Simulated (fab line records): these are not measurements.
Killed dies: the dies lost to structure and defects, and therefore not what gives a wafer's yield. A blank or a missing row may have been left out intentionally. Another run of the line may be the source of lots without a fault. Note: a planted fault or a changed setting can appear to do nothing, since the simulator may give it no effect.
Chamber matching -- flow n5Finfet -- rieDiel-02 running N5_BEOL_M5_ETCH_68: 4 sister chambers
The step etches SOC in N2/H2, target depth 80 nm, overetch 16 nm, time 120 s. 20 wafers are shown with their chamber, then 10 later ones without.

## WAFERS WITH THEIR CHAMBER
wafer,chamber,showerheadPlenumPTorr (Torr),drypumpMotorCurrentA (A),rfVppV (V)
L075.1,0,2.53,5.7,523
L075.3,1,2.46,5.4,520
L075.6,1,2.46,5.4,521
L074.3,1,2.46,5.4,521
L074.4,3,2.63,5.9,526
L074.6,2,2.31,5.7,519
L077.3,2,2.31,5.7,518
L077.5,2,2.31,5.7,519
L077.6,1,2.46,5.4,520
L079.2,1,2.45,5.4,521
L079.3,0,2.52,5.8,522
L079.4,3,2.63,5.9,526
L078.2,3,2.63,5.8,525
L078.4,1,2.45,5.4,522
L078.6,2,2.31,5.6,518
L083.2,2,2.31,5.7,517
L083.3,0,2.52,5.8,522
L083.4,1,2.45,5.4,521
L084.2,2,2.30,5.7,519
L084.4,3,2.62,5.9,526

SIGNATURES (averages over the wafers above)
reading,chamber 0,chamber 1,chamber 2,chamber 3,scatter within a chamber
showerheadPlenumPTorr,2.5233,2.4557,2.3083,2.6275,0.00498
drypumpMotorCurrentA,5.767,5.400,5.683,5.875,0.0375
rfVppV,522.33,520.86,518.33,525.75,0.69
Rule: a wafer's distance from a chamber is the root of the sum, over the readings, of the square of ((its reading less the chamber's mean) divided by the reading's scatter). If the next closest chamber is less than 2 further off than the closest, the wafer can't be placed; otherwise it belongs to the closest. The scatter: the root of (the sum of the squares of (reading less its chamber's mean) over the shown wafers, divided by (wafers less chambers)).

## WAFERS WHOSE CHAMBER IS MISSING
wafer,showerheadPlenumPTorr (Torr),drypumpMotorCurrentA (A),rfVppV (V)
L084.5,2.30,5.7,517
L094.2,2.62,5.9,526
L094.3,2.44,5.4,520
L094.4,2.30,5.7,518
L096.2,2.61,5.9,524
L096.3,2.29,5.7,517
L096.4,2.44,5.4,520
L097.1,2.44,5.4,520
L097.2,2.51,5.7,521
L097.4,2.29,5.7,517

## CHAMBER TAKEN BY EACH
wafer,from the rows above,in truth
L084.5,2,2
L094.2,3,3
L094.3,1,1
L094.4,2,2
L096.2,3,3
L096.3,2,2
L096.4,1,1
L097.1,1,1
L097.2,0,0
L097.4,2,2
Placed correctly: 10 of 10. Can't be placed from these rows: 0. Wrongly placed: 0.
